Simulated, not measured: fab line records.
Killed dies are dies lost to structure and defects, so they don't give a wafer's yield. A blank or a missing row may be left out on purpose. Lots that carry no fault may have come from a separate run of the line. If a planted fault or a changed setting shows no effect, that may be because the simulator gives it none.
Which tool was responsible? ; flow n5_finfet ; 72 wafers from 24 lots sampled at 3 of the route's 1938 steps

WHAT EACH GAUGE READ, for each wafer
N5_BEOL_M1_RS_MEAS_58: uses a four-point probe to measure. Usual: M1_RS typically reads 0.68 ohm/sq, with standard deviation 0.038.
lot;measured;on;M1_RS (ohm/sq);flag
L074;day 6 17:04;film_metro-01;0.74 0.74 0.67;
L075;day 6 20:38;film_metro-02;0.63 0.63 0.64;
L076;day 6 20:56;film_metro-02;0.73 0.67 0.70;
L077;day 6 22:37;film_metro-02;0.74 0.66 0.68;
L078;day 7 11:32;film_metro-01;0.68 0.67 0.67;
L079;day 7 11:53;film_metro-02;0.71 0.68 0.70;
L081;day 8 11:21;film_metro-01;0.74 0.70 0.72;
L080;day 8 11:26;film_metro-01;0.72 0.75 0.67;
L082;day 8 13:12;film_metro-02;0.71 0.64 0.66;
L083;day 8 22:50;film_metro-02;0.73 0.67 0.70;
L084;day 9 03:04;film_metro-01;0.76 0.64 0.67;
L085;day 9 08:28;film_metro-01;0.69 0.73 0.65;
L086;day 9 21:06;film_metro-01;0.72 0.67 0.65;
L087;day 10 04:46;film_metro-02;0.66 0.67 0.61;
L089;day 10 07:44;film_metro-02;0.68 0.61 0.61;
L088;day 10 07:55;film_metro-02;0.68 0.66 0.66;
L090;day 10 23:42;film_metro-02;0.70 0.63 0.70;
L091;day 11 03:16;film_metro-01;0.69 0.65 0.65;
L092;day 11 04:50;film_metro-01;0.73 0.69 0.67;
L095;day 11 15:04;film_metro-01;0.76 0.75 0.70;
L093;day 12 03:26;film_metro-01;0.71 0.69 0.73;
L094;day 11 20:58;film_metro-01;0.71 0.63 0.60;
L096;day 12 08:48;film_metro-02;0.70 0.68 0.61;
L097;day 12 12:41;film_metro-02;0.70 0.65 0.69;

EACH LOT AND THE TOOL THAT RAN IT (in order: tool; ch and the chambers of the sampled wafers; start)
lot;N5_BEOL_M1_ANNEAL_82;N5_BEOL_M1_DEP_57
L074;pvd_sputter-03, day 6 14:38;pecvd-03 ch 1,2, day 6 17:00
L075;pvd_sputter-03, day 6 18:18;pecvd-03 ch 0,1,2, day 6 20:34
L076;pvd_sputter-02, day 6 18:32;pecvd-03 ch 1,2, day 6 20:52
L077;pvd_sputter-01, day 6 20:20;pecvd-02 ch 0,1,2, day 6 22:33
L078;pvd_sputter-01, day 7 09:14;pecvd-01 ch 0,1,2, day 7 11:28
L079;pvd_sputter-03, day 7 09:35;pecvd-01 ch 0,2, day 7 11:49
L081;pvd_sputter-02, day 8 09:02;pecvd-02 ch 0,2, day 8 11:16
L080;pvd_sputter-01, day 8 09:08;pecvd-03 ch 0,1,2, day 8 11:22
L082;pvd_sputter-02, day 8 10:55;pecvd-03 ch 1,2, day 8 13:08
L083;pvd_sputter-01, day 8 20:26;pecvd-03 ch 0,1,2, day 8 22:46
L084;pvd_sputter-01, day 9 00:44;pecvd-03 ch 0,1, day 9 03:00
L085;pvd_sputter-01, day 9 06:11;pecvd-01 ch 0,2, day 9 08:24
L086;pvd_sputter-02, day 9 18:47;pecvd-01 ch 0,1, day 9 21:01
L087;pvd_sputter-03, day 10 00:02;pecvd-02 ch 0,1, day 10 04:41
L089;pvd_sputter-02, day 10 05:25;pecvd-02 ch 0,1,2, day 10 07:41
L088;pvd_sputter-03, day 10 05:33;pecvd-01 ch 0,1, day 10 07:49
L090;pvd_sputter-02, day 10 21:24;pecvd-03 ch 0,2, day 10 23:38
L091;pvd_sputter-01, day 11 00:46;pecvd-01 ch 0,1, day 11 03:13
L092;pvd_sputter-02, day 11 02:32;pecvd-01 ch 0,1,2, day 11 04:46
L095;pvd_sputter-02, day 11 12:46;pecvd-02 ch 1,2, day 11 14:59
L093;pvd_sputter-01, day 11 15:00;pecvd-02 ch 1,2, day 12 03:22
L094;pvd_sputter-03, day 11 18:40;pecvd-01 ch 1,2, day 11 20:53
L096;pvd_sputter-02, day 12 06:29;pecvd-03 ch 1, day 12 08:43
L097;pvd_sputter-01, day 12 10:12;pecvd-02 ch 1,2, day 12 12:37
- N5_BEOL_M1_ANNEAL_82: time 240 s.
- N5_BEOL_M1_DEP_57: deposits SiCN from 3MS/NH3, target thk 8 nm, time 14 s.

AS READ BY THE TOOLS THEMSELVES (means over the sampled wafers that have a number; for cases with no such wafer, the mark the record gives instead)
N5_BEOL_M1_ANNEAL_82. Usual: 820 W for heater_power_w, sd 97.
lot;tool;heater_power_w (W);flag
L074;pvd_sputter-03;752;
L075;pvd_sputter-03;727;
L076;pvd_sputter-02;950;
L077;pvd_sputter-01;826;
L078;pvd_sputter-01;823;
L079;pvd_sputter-03;758;
L081;pvd_sputter-02;911;
L080;pvd_sputter-01;779;
L082;pvd_sputter-02;922;
L083;pvd_sputter-01;830;
L084;pvd_sputter-01;822;
L085;pvd_sputter-01;829;
L086;pvd_sputter-02;899;
L087;pvd_sputter-03;755;
L089;pvd_sputter-02;797;
L088;pvd_sputter-03;792;
L090;pvd_sputter-02;829;
L091;pvd_sputter-01;778;
L092;pvd_sputter-02;880;
L095;pvd_sputter-02;887;
L093;pvd_sputter-01;829;
L094;pvd_sputter-03;724;
L096;pvd_sputter-02;887;
L097;pvd_sputter-01;824;

N5_BEOL_M1_DEP_57. Usual: showerhead_plenum_p_Torr 3.672 Torr, standard deviation 0.013; throttle_valve_pct 9.1 %, standard deviation 0.54.
lot;tool;showerhead_plenum_p_Torr (Torr);throttle_valve_pct (%);flag
L074;pecvd-03;3.679;9.3;
L075;pecvd-03;3.680;9.1;
L076;pecvd-03;3.673;9.0;
L077;pecvd-02;3.668;9.4;
L078;pecvd-01;3.669;9.0;
L079;pecvd-01;3.680;9.1;
L081;pecvd-02;3.661;9.6;
L080;pecvd-03;3.677;9.1;
L082;pecvd-03;3.680;9.4;
L083;pecvd-03;3.673;8.9;
L084;pecvd-03;3.691;9.5;
L085;pecvd-01;3.674;9.2;
L086;pecvd-01;3.673;9.3;
L087;pecvd-02;3.669;9.4;
L089;pecvd-02;3.674;9.4;
L088;pecvd-01;3.677;9.3;
L090;pecvd-03;3.671;8.8;
L091;pecvd-01;3.658;9.0;
L092;pecvd-01;3.671;8.7;
L095;pecvd-02;3.676;9.2;
L093;pecvd-02;3.680;9.3;
L094;pecvd-01;3.661;8.3;
L096;pecvd-03;3.691;9.9;
L097;pecvd-02;3.681;9.1;

THE ANSWER, worked out from the rows above alone
Rule: a lot is off if the mean of its wafers that have a number lies more than 3 standard deviations from the usual mean. Also off: a lot with no number at a reading for which 4 or more lots have one. Where the step has rows for the other lots, those lots are counted as sound. First the gauges in route order, then the tools' own readings, where a lot's mean is used as printed above. The first step at which some lot is off is used, and at that step the reading that is off furthest; a lot without a number counts as furthest.
None of the lots is off at any reading shown; this tells nothing.

WHAT THE SIMULATOR HAD INSERTED
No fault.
